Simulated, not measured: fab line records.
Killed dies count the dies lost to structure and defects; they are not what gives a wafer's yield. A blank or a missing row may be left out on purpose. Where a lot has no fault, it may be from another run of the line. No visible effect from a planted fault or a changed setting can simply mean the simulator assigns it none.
8D (eight disciplines) problem report, filled in by code || flow nand-harc || the parts of the form that need people (team, actions taken, sign-off) are left out

## 1. THE PROBLEM
Wafers without a fault read 23.8 s, standard deviation 0.3; run-length-s at NHARC_THIN_TSV_DESCUM_35 reads a mean of 22.1 s on 3 wafers belonging to 3 lots. Relative to the usual mean, that is a shift of -5.8 standard deviations.
The step: chemistry O2, time 3 s.
First seen on wafer L675.5, day 23 18:04, on rie-diel-01. The record has a number at this step for 40 wafers belonging to 14 lots. The rule behind "out" and "out of limits": a value lying over 4 standard deviations away from the usual mean. All remaining wafers that have a number are taken as sound.

## 2. WHAT IT IS; WHAT IT IS NOT
{"question": "which readings at this step", "is": "run-length-s", "is not": "drypump-motor-current-A, oes-product-au, rf-vpp-V, showerhead-plenum-p-Torr, throttle-valve-pct"}
{"question": "which lots", "is": "L675, L676, L679", "is not": "L660, L662, L663, L664, L666, L667, L668, L669, L670, L681, L683"}
{"question": "which wafers of those lots", "is": "L675.5, L676.1, L679.5", "is not": "L675.4, L676.4, L679.2, L679.3"}
{"question": "read on which tools", "is": "rie-diel-01", "is not": "rie-diel-02, rie-diel-12"}
{"question": "when", "is": "from day 23 18:04", "is not": "up to then (28 sound wafers); but 9 sound wafers of L676, L679, L681, L683 came after"}

## 3. WHAT RULES OUT EACH SUSPECT
Counting: any tool at a process step up to the reading remains a suspect provided it ran every lot that is out. Sound lots after the first of them don't rule it out here, since some wafers of a struck lot are sound.
- rie-diel-01 at NHARC_THIN_TSV_DESCUM_35 (chemistry O2, time 3 s): kept. It ran every lot that is out, first L675 (day 23 18:04); its last sound lot up to then is L669 (day 22 05:32). Its own readings are out on those wafers: run-length-s.
- rie-diel-01, NHARC_THIN_TSV_DESCUM_35: wafers that are out in chamber 0, sound lot-mates in chambers 1, 2, 3.
After counting, what remains is rie-diel-01 at NHARC_THIN_TSV_DESCUM_35.

## 4. THE CAUSE (what the simulator had put in)
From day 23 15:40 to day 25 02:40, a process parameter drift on rie-diel-01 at NHARC_THIN_TSV_DESCUM_35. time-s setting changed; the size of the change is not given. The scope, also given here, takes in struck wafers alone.
Counting left only this tool.

## 5. SEQUENCE OF EFFECTS, ordered by route
Rows list readings where the struck wafers' mean (over those with a number) sits beyond 3 standard deviations from the usual. Only readings whose record carries a usual standard deviation are examined. hours: median over the lots of the time between each lot's start at the first step of this table that gives one and its start at this step. sigmas: the change, counted in usual standard deviations.
{"hours": 0, "step": "NHARC_THIN_TSV_DESCUM_35", "reading": "run-length-s", "usual": "23.8 s", "on struck wafers": 22.1, "change": -1.7, "sigmas": -5.8}
The process steps in it:
- NHARC_THIN_TSV_DESCUM_35: chemistry O2, time 3 s.
Later measuring or inspecting steps at which every struck wafer that the step has a row for has a number for every such reading, and none has moved that far: NHARC_END_SORT_01.

## 6. HOW IT WOULD HAVE BEEN CAUGHT EARLIER
In this record no reading fell out of limits until day 23 18:04, 2 hours after the fault had begun at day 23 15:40.
